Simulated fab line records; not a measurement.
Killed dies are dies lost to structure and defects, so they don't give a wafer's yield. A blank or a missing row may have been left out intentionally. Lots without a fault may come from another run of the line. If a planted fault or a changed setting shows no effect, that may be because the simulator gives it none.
Split-lot study || flow n5 finfet || 21 wafers read across 7 lots, on a route 1938 steps long

== THE SPLIT ITSELF ==
At N5_BEOL_M10_COAT_64 (time 60 s, resist thk 30 nm), the setting spin rpm was moved away from the recipe's 1500 rpm on 7 of the 21 wafers read, by -6.7% to +11.2%. This setting was run at the recipe's value on the other wafers.

== FROM THE SPLIT TO THE READING: what the file shows between them, 4 steps ==
- N5_BEOL_M10_COAT_22: resist thk 90 nm
- N5_BEOL_M10_EBR_24
- N5_BEOL_M10_DESCUM_33: chemistry O2, time 7.9 s
- N5_BEOL_M10_ETCH_65: etches SiARC in CF4, target depth 39 nm, time 65 s

== THE READING ==
SiARC_of_BEOL_M10_COAT_64.thk nm (the simulator's own value, which no gauge read), in nm, at N5_BEOL_M10_ETCH_66 (etches SOC in N2/H2, target depth 120 nm, overetch 24 nm, time 180 s). The file does not state a usual value for it. Average 22.6 nm, standard deviation 0.38 nm, over the 14 wafers here run with the recipe.

{"wafer": "L074.1", "tool, chamber at the split": "litho track-01, 0", "spin rpm as run, rpm": 1500, "against the recipe": "recipe", "SiARC_of_BEOL_M10_COAT_64.thk nm, nm": 22, "against lot-mates on the recipe": "-"}
{"wafer": "L074.4", "tool, chamber at the split": "litho track-01, 0", "spin rpm as run, rpm": 1500, "against the recipe": "recipe", "SiARC_of_BEOL_M10_COAT_64.thk nm, nm": 22.2, "against lot-mates on the recipe": "-"}
{"wafer": "L074.5", "tool, chamber at the split": "litho track-01, 0", "spin rpm as run, rpm": 1456, "against the recipe": "-2.9%", "SiARC_of_BEOL_M10_COAT_64.thk nm, nm": 23, "against lot-mates on the recipe": "+0.9"}
{"wafer": "L080.3", "tool, chamber at the split": "litho track-02, 0", "spin rpm as run, rpm": 1500, "against the recipe": "recipe", "SiARC_of_BEOL_M10_COAT_64.thk nm, nm": 22.6, "against lot-mates on the recipe": "-"}
{"wafer": "L080.6", "tool, chamber at the split": "litho track-02, 0", "spin rpm as run, rpm": 1500, "against the recipe": "recipe", "SiARC_of_BEOL_M10_COAT_64.thk nm, nm": 22.6, "against lot-mates on the recipe": "-"}
{"wafer": "L080.5", "tool, chamber at the split": "litho track-02, 0", "spin rpm as run, rpm": 1432, "against the recipe": "-4.5%", "SiARC_of_BEOL_M10_COAT_64.thk nm, nm": 23.4, "against lot-mates on the recipe": "+0.8"}
{"wafer": "L083.1", "tool, chamber at the split": "litho track-01, 0", "spin rpm as run, rpm": 1422, "against the recipe": "-5.2%", "SiARC_of_BEOL_M10_COAT_64.thk nm, nm": 23, "against lot-mates on the recipe": "+0.4"}
{"wafer": "L083.2", "tool, chamber at the split": "litho track-01, 0", "spin rpm as run, rpm": 1500, "against the recipe": "recipe", "SiARC_of_BEOL_M10_COAT_64.thk nm, nm": 22.6, "against lot-mates on the recipe": "-"}
{"wafer": "L083.6", "tool, chamber at the split": "litho track-01, 0", "spin rpm as run, rpm": 1422, "against the recipe": "-5.2%", "SiARC_of_BEOL_M10_COAT_64.thk nm, nm": 23.4, "against lot-mates on the recipe": "+0.8"}
{"wafer": "L081.1", "tool, chamber at the split": "litho track-01, 0", "spin rpm as run, rpm": 1399, "against the recipe": "-6.7%", "SiARC_of_BEOL_M10_COAT_64.thk nm, nm": 24, "against lot-mates on the recipe": "+0.8"}
{"wafer": "L081.2", "tool, chamber at the split": "litho track-01, 0", "spin rpm as run, rpm": 1500, "against the recipe": "recipe", "SiARC_of_BEOL_M10_COAT_64.thk nm, nm": 23.2, "against lot-mates on the recipe": "-"}
{"wafer": "L081.5", "tool, chamber at the split": "litho track-01, 0", "spin rpm as run, rpm": 1500, "against the recipe": "recipe", "SiARC_of_BEOL_M10_COAT_64.thk nm, nm": 23.2, "against lot-mates on the recipe": "-"}
{"wafer": "L084.3", "tool, chamber at the split": "litho track-02, 0", "spin rpm as run, rpm": 1668, "against the recipe": "+11.2%", "SiARC_of_BEOL_M10_COAT_64.thk nm, nm": 21.2, "against lot-mates on the recipe": -1.8}
{"wafer": "L084.5", "tool, chamber at the split": "litho track-02, 0", "spin rpm as run, rpm": 1668, "against the recipe": "+11.2%", "SiARC_of_BEOL_M10_COAT_64.thk nm, nm": 21.2, "against lot-mates on the recipe": -1.8}
{"wafer": "L084.4", "tool, chamber at the split": "litho track-02, 0", "spin rpm as run, rpm": 1500, "against the recipe": "recipe", "SiARC_of_BEOL_M10_COAT_64.thk nm, nm": 23, "against lot-mates on the recipe": "-"}
{"wafer": "L090.3", "tool, chamber at the split": "litho track-01, 0", "spin rpm as run, rpm": 1500, "against the recipe": "recipe", "SiARC_of_BEOL_M10_COAT_64.thk nm, nm": 22.4, "against lot-mates on the recipe": "-"}
{"wafer": "L090.5", "tool, chamber at the split": "litho track-01, 0", "spin rpm as run, rpm": 1500, "against the recipe": "recipe", "SiARC_of_BEOL_M10_COAT_64.thk nm, nm": 22.4, "against lot-mates on the recipe": "-"}
{"wafer": "L090.4", "tool, chamber at the split": "litho track-01, 0", "spin rpm as run, rpm": 1500, "against the recipe": "recipe", "SiARC_of_BEOL_M10_COAT_64.thk nm, nm": 22.2, "against lot-mates on the recipe": "-"}
{"wafer": "L097.1", "tool, chamber at the split": "litho track-02, 0", "spin rpm as run, rpm": 1500, "against the recipe": "recipe", "SiARC_of_BEOL_M10_COAT_64.thk nm, nm": 22.2, "against lot-mates on the recipe": "-"}
{"wafer": "L097.4", "tool, chamber at the split": "litho track-02, 0", "spin rpm as run, rpm": 1500, "against the recipe": "recipe", "SiARC_of_BEOL_M10_COAT_64.thk nm, nm": 22.4, "against lot-mates on the recipe": "-"}
{"wafer": "L097.6", "tool, chamber at the split": "litho track-02, 0", "spin rpm as run, rpm": 1500, "against the recipe": "recipe", "SiARC_of_BEOL_M10_COAT_64.thk nm, nm": 23, "against lot-mates on the recipe": "-"}

FIT RESULTS
A straight line over all 21 wafers: SiARC_of_BEOL_M10_COAT_64.thk nm changes by -0.136 nm for each +1% of spin rpm; r = -0.86; the points scatter about the line by 0.36 nm.
The same after taking each lot's own level away (the mean of its wafers on the recipe; 21 wafers): -0.153 nm for each +1%; r = -0.96; scatter 0.21 nm.
On that fit, the largest move of spin rpm shifts the reading by 1.7 nm.
Measured against the standard deviation above, the lots' own levels, which go from 22.10 to 23.20 nm, span 2.9 times it.
In other words, the slope is changed by the lot-to-lot level; the two fits disagree.
Check: for one of the wafers moved furthest among these (+11.2%), held out of the fit, the line's prediction against its lot-mates is -1.69 nm. It came out at -1.8 nm against them.

== ADDITIONAL SPLITS CARRIED BY THESE WAFERS ==
These wafers also went through other splits before the reading. Each is held against what the fit with the lots' levels taken away leaves over:
{"other split on the same wafers": "N5_BEOL_M7_ILD_DEP_00 time s", "wafers away from the commonest value": 10, "r with SiARC_of_BEOL_M10_COAT_64.thk nm (lot level and that fit taken away)": -0.15}
{"other split on the same wafers": "N5_BEOL_M8_HM_DEP_02 target thk a", "wafers away from the commonest value": 8, "r with SiARC_of_BEOL_M10_COAT_64.thk nm (lot level and that fit taken away)": -0.09}
{"other split on the same wafers": "N5_BEOL_M8_DEVELOP_10 develop time s", "wafers away from the commonest value": 5, "r with SiARC_of_BEOL_M10_COAT_64.thk nm (lot level and that fit taken away)": "+0.14"}
{"other split on the same wafers": "N5_BEOL_M9_COAT_05 spin rpm", "wafers away from the commonest value": 4, "r with SiARC_of_BEOL_M10_COAT_64.thk nm (lot level and that fit taken away)": "+0.06"}
{"other split on the same wafers": "N5_BEOL_M9_DESCUM_16 time s", "wafers away from the commonest value": 7, "r with SiARC_of_BEOL_M10_COAT_64.thk nm (lot level and that fit taken away)": -0.13}
{"other split on the same wafers": "N5_BEOL_M9_ETCH_66 bias w", "wafers away from the commonest value": 9, "r with SiARC_of_BEOL_M10_COAT_64.thk nm (lot level and that fit taken away)": "+0.17"}

== THE WHOLE CHAIN: every reading that the file lists as answering this split, in the file's order ==
{"step": "N5_BEOL_M10_COAT_64", "what it does": "time 60 s, resist thk 30 nm", "reading": "SiARC_of_BEOL_M10_COAT_64.thk nm (the simulator's own value, which no gauge read)", "change (the file's fit)": "-0.134 nm for each +1% of the setting", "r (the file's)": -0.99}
{"step": "N5_BEOL_M10_ETCH_65", "what it does": "etches SiARC in CF4, target depth 39 nm, time 65 s", "reading": "etch.depth nm (the simulator's own value, which no gauge read)", "change (the file's fit)": "-0.137 nm for each +1% of the setting", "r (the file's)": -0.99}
{"step": "N5_BEOL_M10_ETCH_65", "what it does": "etches SiARC in CF4, target depth 39 nm, time 65 s", "reading": "CAR-ArF_of_BEOL_M10_COAT_22.thk nm (the simulator's own value, which no gauge read)", "change (the file's fit)": "+0.116 nm for each +1% of the setting", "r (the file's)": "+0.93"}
{"step": "N5_BEOL_M10_ETCH_66", "what it does": "etches SOC in N2/H2, target depth 120 nm, overetch 24 nm, time 180 s", "reading": "SiARC_of_BEOL_M10_COAT_64.thk nm (the simulator's own value, which no gauge read)", "change (the file's fit)": "-0.154 nm for each +1% of the setting", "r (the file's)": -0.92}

== FILE'S OWN FIT ==
SiARC_of_BEOL_M10_COAT_64.thk nm changes by -0.154 nm for each +1% of spin rpm, r = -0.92.
